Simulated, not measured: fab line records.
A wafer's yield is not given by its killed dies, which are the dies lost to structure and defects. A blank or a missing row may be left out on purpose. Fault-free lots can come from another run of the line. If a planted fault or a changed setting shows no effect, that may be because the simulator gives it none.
Problem report, 8D (eight disciplines) form, completed by code	flow n5 finfet	the parts of the form that need people (team, actions taken, sign-off) are left out

== 1. WHAT IS WRONG ==
N5_BEOL_M11_OCD_MEAS_38, trench depth nm: mean 59.9 nm on 2 wafers (1 lot); fault-free wafers 149.2 nm, standard deviation 2.1. Relative to the usual mean, that is a shift of -43 standard deviations.
First seen on wafer L522.2, day 15 12:13, on ocd-02. At this step, 39 wafers from 13 lots have a number in the record. Rule for "out" (also "out of limits"): further than 4 standard deviations from the usual mean. The rest of the wafers with a number are treated as sound.

== 2. WHAT IT IS, WHAT IT ISN'T ==
question	is	is not
which readings at this step	trench depth nm	-
which lots	L522	L512, L513, L514, L515, L516, L517, L518, L519, L521, L524, L532, L534
which wafers of those lots	L522.2, L522.3	L522.4
read on which gauges	ocd-02	ocd-01
when	from day 15 12:13	up to then (28 sound wafers); but 9 sound wafers of L524, L532, L534 came after

== 3. THE SUSPECTS, EACH WITH WHAT RULES IT OUT ==
Counting: if a tool at a process step up to the reading ran every lot that is out, it stays a suspect. Sound lots after the first of them don't rule it out here, since some wafers of a struck lot are sound.
- the gauge at N5_BEOL_M11_OCD_MEAS_38: kept. All the wafers that are out were read on ocd-02, and no step on other tools shows them out.
- rie diel-02 at N5_BEOL_M11_DESCUM_16 (chemistry O2, time 7.9 s): kept. The lot that is out, L522, ran on it at day 15 07:56; the last sound lot it ran before that was L515, at day 13 19:46.
- rie metal-03 at N5_BEOL_M11_HM_OPEN_17 (chemistry Cl2/BCl3, target TiN, target depth 20 nm, overetch 6 nm): kept. The lot that is out, L522, ran on it at day 15 08:13; the last sound lot it ran before that was L524, at day 15 07:56.
- rie diel-06 at N5_BEOL_M11_VIA_ETCH_34 (etches SiCOH lowk in C4F6/O2, target depth 184.5 nm, time 69.2 s): kept. The lot that is out, L522, ran on it at day 15 11:55; the last sound lot it ran before that was L519, at day 15 01:07.
- Within rie diel-02 at N5_BEOL_M11_DESCUM_16: the wafers that are out ran in chambers 1, 3; their sound lot-mates ran in chamber 0.
- Within rie metal-03 at N5_BEOL_M11_HM_OPEN_17: the wafers that are out ran in chamber 1; their sound lot-mates ran in chamber 0.
- Within rie diel-06 at N5_BEOL_M11_VIA_ETCH_34: the wafers that are out ran in chambers 2, 3; their sound lot-mates ran in chamber 1.
Left after counting: rie diel-02 at N5_BEOL_M11_DESCUM_16, rie metal-03 at N5_BEOL_M11_HM_OPEN_17, rie diel-06 at N5_BEOL_M11_VIA_ETCH_34, ocd-02 at N5_BEOL_M11_OCD_MEAS_38.

== 4. THE CAUSE (what the simulator had put in) ==
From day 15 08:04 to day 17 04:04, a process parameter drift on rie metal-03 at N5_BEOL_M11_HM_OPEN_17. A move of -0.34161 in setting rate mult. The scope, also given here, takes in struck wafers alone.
Counting leaves 4 suspects; this tool is one of them.

== 5. THE CHAIN OF EFFECTS, in route order ==
One row per reading whose mean, taken over the struck wafers that have a number, lies over 3 standard deviations from the usual. Only readings for which the record gives a usual standard deviation are gone through. hours: the time from each lot's start at the first step in this table that gives one to its start at this step, as a median over the lots. sigmas: the change in usual standard deviations.
hours	step	reading	usual	on struck wafers	change	sigmas
0	N5_BEOL_M11_VIA_ETCH_34	oes product au	0.80 a.u.	0.47	-0.33	-3.9
0	N5_BEOL_M11_OCD_MEAS_38	trench depth nm	149.2 nm	59.9	-89.3	-43
Process steps it contains:
- N5_BEOL_M11_VIA_ETCH_34: etches SiCOH lowk in C4F6/O2, target depth 184.5 nm, time 69.2 s.
Readings that are blank on the struck wafers while sound wafers have them: M11_THK at N5_BEOL_M11_THK_MEAS_53; M11_RS at N5_BEOL_M11_RS_MEAS_57.

== 6. HOW IT WOULD HAVE BEEN CAUGHT EARLIER ==
Counted from the fault's start at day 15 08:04, it took 4 hours until the first out-of-limits reading at a measuring or inspecting step in this record, taken at day 15 12:13.
No tool reading at N5_BEOL_M11_HM_OPEN_17 that has a usual standard deviation in the record was out on any struck wafer, so an alarm limit of 4 standard deviations on those readings would not have fired.
The start of N5_BEOL_M11_HM_OPEN_17 on rie metal-03 came by day 15 12:13 for every one of the lots that are out (1). Holding the tool at that point would not have protected any of them.
